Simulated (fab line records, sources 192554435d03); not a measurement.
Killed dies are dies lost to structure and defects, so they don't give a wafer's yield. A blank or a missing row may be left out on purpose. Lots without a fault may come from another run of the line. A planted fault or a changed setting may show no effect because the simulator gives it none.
One fault seen from 3 desks | flow n5_finfet | each desk has only its own numbers; what lay behind them comes last

THE DEFECT DESK
What the inspections along the route counted, lot by lot: means of the sampled wafers that have a number. A lot is out of limits, marked OUT, if its mean lies more than 4 standard deviations from the usual mean; the brackets give that distance.
Columns: A = raw_defect_count at N5_BEOL_M2_INSPECT_59, usual 72; B = raw_defect_count at N5_BEOL_M3_INSPECT_13, usual 396; C = raw_defect_count at N5_BEOL_M3_INSPECT_30, usual 401
lot  | first seen here | A  | B   | C
L975 | day 7 02:10     | 69 | 416 | 455
L979 | day 8 01:08     | 33 | 281 | 246
L986 | day 9 22:46     | 68 | 526 | 562
L994 | day 11 20:37    | 66 | 712 | 679
L995 | day 11 23:16    | 96 | 466 | 491
This desk's finding: nothing out of limits on any of the 5 lots.

THE TOOL OWNER'S DESK: pvd_sputter-01
The tool's own readings at N5_BEOL_M3_HM_DEP_02 (deposits TiN, target thk 20 nm): means of the sampled wafers that have a number, for each lot that ran on this tool. A lot is out of limits, marked OUT, if its mean lies more than 4 standard deviations from the usual mean; the brackets give that distance.
Columns: A = chamber_pressure_pa at N5_BEOL_M3_HM_DEP_02, usual 0.4998 Pa; B = throttle_valve_pct at N5_BEOL_M3_HM_DEP_02, usual 29.7 %
lot  | first seen here | A      | B
L975 | day 7 03:36     | 0.5008 | 30.0
L994 | day 11 22:29    | 0.5000 | 29.0
This desk's finding: nothing out of limits on any of the 2 lots.

THE METROLOGY DESK
What the gauges read, lot by lot, whatever tool the lot ran on: means of the sampled wafers that have a number. A lot is out of limits, marked OUT, if its mean lies more than 4 standard deviations from the usual mean; the brackets give that distance. Of its 16 readings 7 are shown: those that lie furthest out on some lot.
Columns: A = M2_THK at N5_BEOL_M2_THK_MEAS_53, usual 40.8 nm; B = M2_RS at N5_BEOL_M2_RS_MEAS_58, usual 0.67 ohm/sq; C = M3_ILD_THK at N5_BEOL_M3_THK_MEAS_01, usual 78.7 nm; D = cd_nm at N5_BEOL_M3_CD_MEAS_11, usual 17.04 nm; E = M3_OVL at N5_BEOL_M3_OVL_MEAS_12, usual -0.2 nm; F = cd_nm at N5_BEOL_M3_CD_MEAS_18, usual 17.9 nm; G = VT_P at N5_BEOL_M4_RC_MEAS_101, usual -250 mV
lot  | first seen here | A    | B    | C    | D     | E    | F    | G
L975 | day 7 01:52     | 41.8 | 0.65 | 78.6 | 16.97 | 0.1  | 17.7 | -254
L979 | day 8 00:47     | 40.4 | 0.68 | 79.6 | 17.23 | -0.5 | 17.6 | -248
L986 | day 9 22:27     | 42.1 | 0.64 | 77.8 | 16.54 | 0.3  | 17.2 | -253
L994 | day 11 20:17    | 41.6 | 0.66 | 78.6 | 17.06 | -0.1 | 17.7 | -252
L995 | day 11 22:59    | 37.6 | 0.75 | 76.5 | 16.88 | -1.2 | 18.1 | -245
This desk's finding: nothing out of limits on any of the 5 lots.

PUT TOGETHER
The defect desk saw nothing out of limits.
The tool owner's desk saw nothing out of limits.
The metrology desk saw nothing out of limits.

WHAT THE SIMULATOR HAD PUT IN
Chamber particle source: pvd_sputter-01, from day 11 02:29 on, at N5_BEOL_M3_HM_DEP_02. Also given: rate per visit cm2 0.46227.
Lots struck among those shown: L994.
